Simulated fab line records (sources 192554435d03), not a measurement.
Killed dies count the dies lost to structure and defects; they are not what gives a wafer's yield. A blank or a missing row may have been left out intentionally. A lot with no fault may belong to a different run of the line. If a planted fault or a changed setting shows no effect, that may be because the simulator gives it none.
fab line records	flow n5_finfet
[record] lots = 24	wafers = 72	last_day = 18
route steps=1938 shown BEOL_M3@991
lots that met no fault: from a run of the same line without faults
start_h: hours from the record's first day to the start of the lot's first wafer shown	wait_h: how many hours have passed since the lot's step before this one	" identical to the entry in the row above	L1.1+2: a row that stands for several wafers	- no value, or no start was given	* or withheld: withheld	< > ~ a bound
route shown NAME@n: names a module that has steps shown in the file, with the first one's number in the route	usual: the fault-free wafers' mean and standard deviation	same: alike in all rows	chamber/n: place in a boat	sites: each site's reading	_std_site: standard deviation of those values	_edge_site: mean of outer sites minus mean of inner sites	radius_mm: for every site, how far away it sits from the centre of the wafer	mask NAME#n: copy n	behind: tool/chamber where the wafer was last shaped	hold: why the lot was held/for how many hours/how that ended	device: which transistor (n, p or np) failed to switch	end of line: the route-end tests of the same wafers	a step with no rows: only its recipe	killed: dies lost to structure and defects at the first sort, not the wafer's yield	map: a wafer's dies, marking killed ones x, the rest . and places with no die _
set.NAME: the run value of the setting; set.NAME@STEP: its run value at that earlier step	model.NAME: the simulator's own value behind a step, which no gauge read
route steps across a sampled set of lots; one table per step, one row per wafer
services: from which hour (start_h, from the record's first day; less than 0 if before it) a tool's chamber was out of use, for how many hours, and why
[[steps]]
[step N5_BEOL_M3_ALD_84]
[recipe] material = TaN	target_thk_a = *	temp_c = 275	ald_precursor_family = PDMAT	ald_co_reactant = NH3	pressure_torr = 3	carrier_flow_sccm = 1500	pulse_time_s = 2	purge_time_s = 3	co_reactant_purge_time_s = 2	co_reactant_pulse_time_s = 3	ald_cycles = 30	precursor_vessel_temp_c = 75	precursor_vessel_pressure_torr = 26.25	precursor_vessel_carrier_sccm = 1000
[usual] chamber_pressure_Torr = 3.000/0.0071	heater_power_w = 444/52	mfc_carrier_sccm = 1500/4.2	precursor_vessel_pressure_torr = 26.25/0.048
lot.wafer	tool	chamber	start_h	wait_h	chamber_pressure_Torr	heater_power_w	mfc_carrier_sccm	precursor_vessel_pressure_torr
L074.4	ald_metal-01	3	149.59	0.2	3.009	393	1502	26.30
L074.5	"	2	"	"	2.998	416	1502	26.25
L074.6	"	1	"	"	2.993	510	1498	26.32
L075.2	ald_metal-01	2	158.09	0.3	3.004	424	1496	26.30
L075.4	"	3	"	"	3.000	399	1504	26.25
L075.6	"	2	"	"	2.998	409	1493	26.37
L077.1	ald_metal-03	3	173.72	0.0	3.012	466	1496	26.28
L077.2	"	0	"	"	2.999	376	1503	26.22
L077.5	"	3	"	"	3.008	459	1494	26.30
L076.2	ald_metal-02	1	176.57	0.0	3.001	469	1503	26.12
L076.3	"	2	"	"	2.993	412	1501	26.35
L076.5	"	1	"	"	3.005	448	1501	26.25
L078.2	ald_metal-03	1	192.20	0.1	2.986	503	1496	26.28
L078.5	"	2	"	"	3.013	392	1498	26.20
L078.6	"	3	"	"	3.004	448	1495	26.31
L079.3	ald_metal-03	3	203.17	0.0	2.997	466	1500	26.15
L079.4	"	2	"	"	3.001	387	1502	26.28
L079.5	"	2	"	"	2.987	386	1503	26.22
L080.2	ald_metal-02	2	206.38	0.1	3.003	407	1497	26.30
L080.5	"	0	"	"	2.997	396	1499	26.29
L080.6	"	1	"	"	2.998	451	1498	26.24
L081.2	ald_metal-01	1	206.60	0.0	3.023	509	1494	26.28
L081.4	"	2	"	"	2.992	416	1496	26.28
L081.5	"	2	"	"	3.011	424	1505	26.19
L082.1	ald_metal-01	2	210.27	0.0	2.994	411	1501	26.21
L082.3	"	0	"	"	3.002	531	1499	26.33
L082.5	"	1	"	"	2.998	517	1502	26.27
L085.1	ald_metal-01	2	213.84	0.1	3.009	414	1502	26.22
L085.2	"	1	"	"	3.000	518	1498	26.34
L085.6	"	2	"	"	3.010	416	1498	26.29
L083.1	ald_metal-03	2	214.25	0.0	3.004	385	1500	26.26
L083.3	"	3	"	"	2.997	454	1506	26.26
L083.4	"	0	"	"	2.996	367	1499	26.27
L084.2	ald_metal-01	0	223.48	0.1	2.993	514	1503	26.27
L084.4	"	1	"	"	2.991	509	1497	26.24
L084.6	"	0	"	"	3.011	528	1501	26.21
L087.3	ald_metal-03	1	226.08	0.0	2.996	500	1510	26.30
L087.4	"	0	"	"	2.991	370	1501	26.32
L087.5	"	3	"	"	3.001	460	1495	26.28
L086.3	ald_metal-01	2	226.36	0.2	2.989	425	1494	26.22
L086.4	"	0	"	"	2.998	522	1500	26.26
L086.5	"	0	"	"	2.994	514	1499	26.21
L088.2	ald_metal-02	1	240.87	0.1	3.000	460	1492	26.17
L088.4	"	3	"	"	3.007	428	1497	26.19
L088.5	"	0	"	"	3.003	389	1493	26.26
L089.2	ald_metal-01	0	249.79	0.0	2.995	503	1496	26.35
L089.3	"	3	"	"	3.010	414	1502	26.26
L089.5	"	1	"	"	2.995	510	1508	26.26
L090.3	ald_metal-01	2	263.39	0.0	2.998	417	1501	26.30
L090.4	"	1	"	"	3.004	519	1499	26.19
L090.5	"	1	"	"	3.009	512	1502	26.20
L092.1	ald_metal-02	0	263.50	0.1	3.001	384	1501	26.28
L092.2	"	2	"	"	3.002	418	1505	26.20
L092.3	"	3	"	"	2.986	416	1499	26.23
L093.2	ald_metal-01	0	267.60	0.2	3.009	509	1502	26.22
L093.3	"	2	"	"	3.001	412	1505	26.28
L093.4	"	3	"	"	2.990	401	1500	26.29
L091.1	ald_metal-03	2	268.22	0.2	2.991	391	1501	26.27
L091.2	"	1	"	"	3.002	496	1502	26.32
L091.3	"	3	"	"	3.003	450	1501	26.21
L094.1	ald_metal-02	3	278.83	0.2	2.999	418	1498	26.25
L094.5	"	3	"	"	2.991	426	1497	26.24
L094.6	"	0	"	"	3.002	387	1493	26.27
L095.2	ald_metal-01	3	284.75	0.0	2.982	399	1508	26.21
L095.3	"	0	"	"	2.996	515	1499	26.27
L095.4	"	2	"	"	2.986	413	1495	26.20
L097.2	ald_metal-01	3	289.25	0.1	2.992	398	1503	26.21
L097.4	"	2	"	"	3.003	409	1509	26.24
L097.5	"	3	"	"	2.998	402	1499	26.24
L096.1	ald_metal-01	2	299.61	0.0	2.994	402	1508	26.29
L096.2	"	0	"	"	3.005	528	1507	26.27
L096.4	"	1	"	"	3.000	521	1498	26.21
[step N5_BEOL_M3_ANNEAL_80]
[recipe] temp_c = 400	time_s = 240	ambient = vacuum
[usual] heater_power_w = 861/92
lot.wafer	tool	chamber	start_h	wait_h	heater_power_w
L074.4	pvd_sputter-03	-	152.01	0.0	855
L074.5	"	-	"	"	727
L074.6	"	-	"	"	885
L075.2	pvd_sputter-03	-	159.08	0.0	881
L075.4	"	-	"	"	925
L075.6	"	-	"	"	743
L077.1	pvd_sputter-01	-	174.47	0.0	824
L077.2	"	-	"	"	801
L077.5	"	-	"	"	813
L076.2	pvd_sputter-02	-	177.50	0.0	1054
L076.3	"	-	"	"	707
L076.5	"	-	"	"	717
L078.2	pvd_sputter-02	-	192.99	0.0	1074
L078.5	"	-	"	"	1058
L078.6	"	-	"	"	921
L079.3	pvd_sputter-02	-	203.93	0.0	688
L079.4	"	-	"	"	782
L079.5	"	-	"	"	693
L080.2	pvd_sputter-01	-	208.85	0.0	832
L080.5	"	-	"	"	948
L080.6	"	-	"	"	897
L081.2	pvd_sputter-03	-	209.08	0.0	736
L081.4	"	-	"	"	905
L081.5	"	-	"	"	808
L082.1	pvd_sputter-03	-	211.04	0.0	785
L082.3	"	-	"	"	874
L082.5	"	-	"	"	909
L085.1	pvd_sputter-01	-	214.83	0.0	827
L085.2	"	-	"	"	942
L085.6	"	-	"	"	931
L083.1	pvd_sputter-01	-	216.67	0.0	814
L083.3	"	-	"	"	838
L083.4	"	-	"	"	877
L084.2	pvd_sputter-01	-	224.52	0.0	826
L084.4	"	-	"	"	789
L084.6	"	-	"	"	945
L087.3	pvd_sputter-02	-	227.23	0.0	776
L087.4	"	-	"	"	1054
L087.5	"	-	"	"	1040
L086.3	pvd_sputter-03	-	227.70	0.0	747
L086.4	"	-	"	"	764
L086.5	"	-	"	"	787
L088.2	pvd_sputter-01	-	241.83	0.0	839
L088.4	"	-	"	"	950
L088.5	"	-	"	"	894
L089.2	pvd_sputter-03	-	250.76	0.0	785
L089.3	"	-	"	"	890
L089.5	"	-	"	"	739
L090.3	pvd_sputter-01	-	264.32	0.0	797
L090.4	"	-	"	"	883
L090.5	"	-	"	"	873
L092.1	pvd_sputter-03	-	264.44	0.0	904
L092.2	"	-	"	"	746
L092.3	"	-	"	"	770
L093.2	pvd_sputter-01	-	268.78	0.0	924
L093.3	"	-	"	"	904
L093.4	"	-	"	"	849
L091.1	pvd_sputter-02	-	269.41	0.0	1081
L091.2	"	-	"	"	793
L091.3	"	-	"	"	688
L094.1	pvd_sputter-02	-	279.70	0.0	926
L094.5	"	-	"	"	794
L094.6	"	-	"	"	1053
L095.2	pvd_sputter-01	-	285.63	0.0	934
L095.3	"	-	"	"	883
L095.4	"	-	"	"	849
L097.2	pvd_sputter-03	-	290.22	0.0	740
L097.4	"	-	"	"	810
L097.5	"	-	"	"	743
L096.1	pvd_sputter-01	-	300.50	0.0	853
L096.2	"	-	"	"	814
L096.4	"	-	"	"	948
[step N5_BEOL_M3_ANNEAL_87]
[recipe] temp_c = 400	time_s = 240	ambient = vacuum
[usual] heater_power_w = 859/91
lot.wafer	tool	chamber	start_h	wait_h	heater_power_w
L074.4	pvd_sputter-03	-	152.45	0.0	904
L074.5	"	-	"	"	725
L074.6	"	-	"	"	881
L075.2	pvd_sputter-03	-	159.52	0.0	887
L075.4	"	-	"	"	899
L075.6	"	-	"	"	730
L077.1	pvd_sputter-01	-	174.91	0.0	827
L077.2	"	-	"	"	793
L077.5	"	-	"	"	820
L076.2	pvd_sputter-02	-	177.94	0.0	1067
L076.3	"	-	"	"	706
L076.5	"	-	"	"	694
L078.2	pvd_sputter-02	-	193.43	0.0	1073
L078.5	"	-	"	"	1078
L078.6	"	-	"	"	929
L079.3	pvd_sputter-02	-	204.37	0.0	719
L079.4	"	-	"	"	791
L079.5	"	-	"	"	710
L080.2	pvd_sputter-01	-	209.29	0.0	825
L080.5	"	-	"	"	919
L080.6	"	-	"	"	899
L081.2	pvd_sputter-03	-	209.52	0.0	741
L081.4	"	-	"	"	922
L081.5	"	-	"	"	798
L082.1	pvd_sputter-03	-	211.48	0.0	777
L082.3	"	-	"	"	873
L082.5	"	-	"	"	928
L085.1	pvd_sputter-01	-	215.27	0.0	801
L085.2	"	-	"	"	933
L085.6	"	-	"	"	965
L083.1	pvd_sputter-01	-	217.11	0.0	790
L083.3	"	-	"	"	832
L083.4	"	-	"	"	905
L084.2	pvd_sputter-01	-	224.96	0.0	861
L084.4	"	-	"	"	827
L084.6	"	-	"	"	936
L087.3	pvd_sputter-02	-	227.67	0.0	785
L087.4	"	-	"	"	1064
L087.5	"	-	"	"	1040
L086.3	pvd_sputter-03	-	228.14	0.0	729
L086.4	"	-	"	"	778
L086.5	"	-	"	"	798
L088.2	pvd_sputter-01	-	242.27	0.0	849
L088.4	"	-	"	"	935
L088.5	"	-	"	"	894
L089.2	pvd_sputter-03	-	251.20	0.0	809
L089.3	"	-	"	"	881
L089.5	"	-	"	"	724
L090.3	pvd_sputter-01	-	264.76	0.0	789
L090.4	"	-	"	"	929
L090.5	"	-	"	"	887
L092.1	pvd_sputter-03	-	264.88	0.0	912
L092.2	"	-	"	"	728
L092.3	"	-	"	"	775
L093.2	pvd_sputter-01	-	269.22	0.0	956
L093.3	"	-	"	"	880
L093.4	"	-	"	"	829
L091.1	pvd_sputter-02	-	269.85	0.0	1080
L091.2	"	-	"	"	768
L091.3	"	-	"	"	711
L094.1	pvd_sputter-02	-	280.14	0.0	914
L094.5	"	-	"	"	768
L094.6	"	-	"	"	1065
L095.2	pvd_sputter-01	-	286.07	0.0	928
L095.3	"	-	"	"	879
L095.4	"	-	"	"	846
L097.2	pvd_sputter-03	-	290.66	0.0	720
L097.4	"	-	"	"	788
L097.5	"	-	"	"	726
L096.1	pvd_sputter-01	-	300.94	0.0	827
L096.2	"	-	"	"	804
L096.4	"	-	"	"	930
[step N5_BEOL_M3_ANNEAL_51]
[recipe] temp_c = 225	time_s = 90	ambient = N2
[usual] wafer_temp_C_max = 225.83/0.22
lot.wafer	tool	chamber	start_h	wait_h	wafer_temp_C_max
L074.4	rtp_anneal-02	0	153.80	0.2	225.65
L074.5	"	0	"	"	225.69
L074.6	"	0	"	"	225.58
L075.2	rtp_anneal-02	0	160.78	0.1	225.66
L075.4	"	0	"	"	225.60
L075.6	"	0	"	"	225.71
L077.1	rtp_anneal-02	0	176.12	0.1	226.05
L077.2	"	0	"	"	225.80
L077.5	"	0	"	"	225.55
L076.2	rtp_anneal-02	0	179.20	0.1	225.84
L076.3	"	0	"	"	225.68
L076.5	"	0	"	"	225.62
L078.2	rtp_anneal-02	0	194.69	0.1	226.00
L078.5	"	0	"	"	225.76
L078.6	"	0	"	"	226.26
L079.3	rtp_anneal-02	0	205.68	0.1	226.16
L079.4	"	0	"	"	225.81
L079.5	"	0	"	"	225.82
L080.2	rtp_anneal-01	0	210.55	0.1	225.84
L080.5	"	0	"	"	226.14
L080.6	"	0	"	"	225.85
L081.2	rtp_anneal-02	0	210.78	0.1	226.34
L081.4	"	0	"	"	225.69
L081.5	"	0	"	"	225.92
L082.1	rtp_anneal-02	0	212.69	0.1	226.05
L082.3	"	0	"	"	226.26
L082.5	"	0	"	"	226.53
L085.1	rtp_anneal-02	0	216.49	0.1	225.82
L085.2	"	0	"	"	225.50
L085.6	"	0	"	"	225.46
L083.1	rtp_anneal-01	0	218.36	0.1	226.24
L083.3	"	0	"	"	226.20
L083.4	"	0	"	"	226.09
L084.2	rtp_anneal-02	0	226.22	0.1	225.84
L084.4	"	0	"	"	226.28
L084.6	"	0	"	"	226.04
L087.3	rtp_anneal-02	0	228.97	0.1	225.72
L087.4	"	0	"	"	225.62
L087.5	"	0	"	"	225.85
L086.3	rtp_anneal-02	0	229.45	0.1	226.10
L086.4	"	0	"	"	225.78
L086.5	"	0	"	"	225.83
L088.2	rtp_anneal-02	0	243.53	0.1	225.67
L088.4	"	0	"	"	225.76
L088.5	"	0	"	"	226.00
L089.2	rtp_anneal-01	0	252.46	0.1	225.91
L089.3	"	0	"	"	225.58
L089.5	"	0	"	"	225.76
L090.3	rtp_anneal-02	0	266.06	0.1	225.90
L090.4	"	0	"	"	226.07
L090.5	"	0	"	"	225.98
L092.1	rtp_anneal-02	0	266.24	0.2	225.89
L092.2	"	0	"	"	225.71
L092.3	"	0	"	"	225.92
L093.2	rtp_anneal-02	0	270.48	0.1	226.16
L093.3	"	0	"	"	226.29
L093.4	"	0	"	"	225.89
L091.1	rtp_anneal-01	0	271.50	0.5	225.45
L091.2	"	0	"	"	225.40
L091.3	"	0	"	"	225.84
L094.1	rtp_anneal-01	0	281.47	0.2	225.70
L094.5	"	0	"	"	225.84
L094.6	"	0	"	"	226.17
L095.2	rtp_anneal-01	0	287.33	0.1	225.81
L095.3	"	0	"	"	225.91
L095.4	"	0	"	"	225.97
L097.2	rtp_anneal-01	0	291.92	0.1	225.57
L097.4	"	0	"	"	225.92
L097.5	"	0	"	"	226.39
L096.1	rtp_anneal-01	0	302.15	0.1	225.97
L096.2	"	0	"	"	226.12
L096.4	"	0	"	"	225.81
[step N5_BEOL_M3_CO_CAP_55]
[recipe] material = Co	target_thk_a = 20	temp_c = 200	precursor = CCTBA/H2	pressure_torr = 30	time_s = 102.1
[usual] chamber_pressure_Torr = 30.00/0.066	heater_power_w = 232/19
lot.wafer	tool	chamber	start_h	wait_h	chamber_pressure_Torr	heater_power_w
L074.4	cvd_co-01	2	154.37	0.0	30.00	225
L074.5	"	1	"	"	30.05	228
L074.6	"	0	"	"	30.02	227
L075.2	cvd_co-01	1	161.40	0.0	29.99	231
L075.4	"	0	"	"	30.00	220
L075.6	"	2	"	"	30.07	219
L077.1	cvd_co-02	1	176.80	0.0	30.05	254
L077.2	"	0	"	"	30.04	272
L077.5	"	0	"	"	30.16	269
L076.2	cvd_co-01	2	179.82	0.0	29.94	225
L076.3	"	0	"	"	29.92	221
L076.5	"	1	"	"	29.99	231
L078.2	cvd_co-01	1	195.40	0.0	30.02	233
L078.5	"	0	"	"	30.05	220
L078.6	"	1	"	"	30.01	228
L079.3	cvd_co-01	2	206.25	0.0	30.12	213
L079.4	"	1	"	"	29.98	235
L079.5	"	2	"	"	30.00	217
L080.2	cvd_co-01	1	211.37	0.0	30.01	229
L080.5	"	0	"	"	30.01	227
L080.6	"	1	"	"	30.05	232
L081.2	cvd_co-02	2	211.40	0.0	29.99	213
L081.4	"	2	"	"	29.96	215
L081.5	"	0	"	"	30.08	275
L082.1	cvd_co-01	2	213.36	0.0	29.99	216
L082.3	"	0	"	"	30.00	222
L082.5	"	0	"	"	29.91	217
L085.1	cvd_co-01	2	217.16	0.0	29.98	219
L085.2	"	0	"	"	29.94	224
L085.6	"	1	"	"	29.92	227
L083.1	cvd_co-01	0	219.02	0.0	29.96	219
L083.3	"	1	"	"	30.09	229
L083.4	"	1	"	"	30.07	231
L084.2	cvd_co-01	2	226.86	0.0	29.98	215
L084.4	"	2	"	"	29.94	216
L084.6	"	0	"	"	30.06	222
L087.3	cvd_co-01	2	229.60	0.0	29.94	226
L087.4	"	0	"	"	30.09	219
L087.5	"	1	"	"	30.04	233
L086.3	cvd_co-02	2	230.02	0.0	29.99	216
L086.4	"	2	"	"	30.01	212
L086.5	"	1	"	"	29.91	251
L088.2	cvd_co-01	1	244.16	0.0	30.03	234
L088.4	"	0	"	"	29.95	225
L088.5	"	2	"	"	30.12	215
L089.2	cvd_co-02	2	253.08	0.0	29.99	210
L089.3	"	0	"	"	30.07	270
L089.5	"	2	"	"	29.91	213
L090.3	cvd_co-02	0	266.64	0.0	29.92	277
L090.4	"	2	"	"	30.06	225
L090.5	"	1	"	"	29.98	261
L092.1	cvd_co-02	2	266.91	0.0	30.07	209
L092.2	"	1	"	"	29.93	252
L092.3	"	0	"	"	30.10	270
L093.2	cvd_co-01	0	271.10	0.0	30.05	223
L093.3	"	1	"	"	30.09	240
L093.4	"	0	"	"	29.92	229
L091.1	cvd_co-01	1	272.19	0.0	29.89	236
L091.2	"	0	"	"	30.04	219
L091.3	"	2	"	"	30.11	220
L094.1	cvd_co-02	1	282.15	0.0	30.00	256
L094.5	"	1	"	"	30.05	257
L094.6	"	0	"	"	30.07	269
L095.2	cvd_co-01	0	287.95	0.0	30.03	221
L095.3	"	1	"	"	30.08	232
L095.4	"	2	"	"	30.02	224
L097.2	cvd_co-01	1	292.54	0.0	29.82	226
L097.4	"	1	"	"	29.96	227
L097.5	"	0	"	"	29.95	225
L096.1	cvd_co-02	0	302.82	0.0	29.99	270
L096.2	"	2	"	"	29.90	209
L096.4	"	2	"	"	29.83	212
[step N5_BEOL_M3_INSPECT_59]
[recipe] inspect_instrument = darkfield	mode = post_dep
[usual] raw_defect_count = 72/25
lot.wafer	tool	chamber	start_h	wait_h	raw_defect_count
L074.4	defect_inspect-02	-	154.55	0.0	69
L074.5	"	-	"	"	87
L074.6	"	-	"	"	46
L075.2	defect_inspect-02	-	161.63	0.0	31
L075.4	"	-	"	"	33
L075.6	"	-	"	"	43
L077.1	defect_inspect-02	-	177.01	0.0	59
L077.2	"	-	"	"	64
L077.5	"	-	"	"	69
L076.2	defect_inspect-01	-	180.03	0.0	140
L076.3	"	-	"	"	101
L076.5	"	-	"	"	132
L078.2	defect_inspect-02	-	195.60	0.0	84
L078.5	"	-	"	"	84
L078.6	"	-	"	"	105
L079.3	defect_inspect-02	-	206.47	0.0	89
L079.4	"	-	"	"	52
L079.5	"	-	"	"	87
L080.2	defect_inspect-01	-	211.58	0.0	92
L080.5	"	-	"	"	65
L080.6	"	-	"	"	90
L081.2	defect_inspect-01	-	211.63	0.0	96
L081.4	"	-	"	"	85
L081.5	"	-	"	"	73
L082.1	defect_inspect-02	-	213.57	0.0	54
L082.3	"	-	"	"	94
L082.5	"	-	"	"	68
L085.1	defect_inspect-02	-	217.37	0.0	52
L085.2	"	-	"	"	55
L085.6	"	-	"	"	34
L083.1	defect_inspect-01	-	219.24	0.0	87
L083.3	"	-	"	"	85
L083.4	"	-	"	"	47
L084.2	defect_inspect-01	-	227.07	0.0	64
L084.4	"	-	"	"	60
L084.6	"	-	"	"	93
L087.3	defect_inspect-02	-	229.81	0.0	78
L087.4	"	-	"	"	53
L087.5	"	-	"	"	43
L086.3	defect_inspect-02	-	230.26	0.0	68
L086.4	"	-	"	"	85
L086.5	"	-	"	"	88
L088.2	defect_inspect-01	-	244.37	0.0	91
L088.4	"	-	"	"	63
L088.5	"	-	"	"	82
L089.2	defect_inspect-02	-	253.55	0.0	104
L089.3	"	-	"	"	67
L089.5	"	-	"	"	84
L090.3	defect_inspect-01	-	266.85	0.0	100
L090.4	"	-	"	"	87
L090.5	"	-	"	"	118
L092.1	defect_inspect-02	-	267.12	0.0	58
L092.2	"	-	"	"	44
L092.3	"	-	"	"	47
L093.2	defect_inspect-01	-	271.32	0.0	100
L093.3	"	-	"	"	103
L093.4	"	-	"	"	63
L091.1	defect_inspect-01	-	272.39	0.0	45
L091.2	"	-	"	"	50
L091.3	"	-	"	"	54
L094.1	defect_inspect-02	-	282.36	0.0	91
L094.5	"	-	"	"	96
L094.6	"	-	"	"	80
L095.2	defect_inspect-01	-	288.16	0.0	38
L095.3	"	-	"	"	52
L095.4	"	-	"	"	37
L097.2	defect_inspect-02	-	292.75	0.0	62
L097.4	"	-	"	"	134
L097.5	"	-	"	"	63
L096.1	defect_inspect-02	-	303.03	0.0	78
L096.2	"	-	"	"	40
L096.4	"	-	"	"	69
[[services]]
tool	chamber	start_h	hours	kind
pvd_sputter-03	-	137.72	2.9	repair
pvd_sputter-03	-	164.10	7.1	repair
cvd_co-01	2	169.77	3.3	repair
ald_metal-01	-	183.99	0.9	repair
ald_metal-03	-	187.71	1.8	repair
ald_metal-02	3	197.98	17.2	repair
cvd_co-02	-	216.98	2.8	pm
ald_metal-02	1	219.92	10.1	repair
ald_metal-02	-	224.23	4.3	pm
rtp_anneal-01	-	243.40	3.5	pm
ald_metal-03	1	258.07	3.2	repair
ald_metal-01	-	269.73	8.7	pm
ald_metal-03	-	274.25	28.1	pm
pvd_sputter-02	-	288.76	8.9	repair
cvd_co-02	0	291.54	3.8	repair
[[key]]
fault none
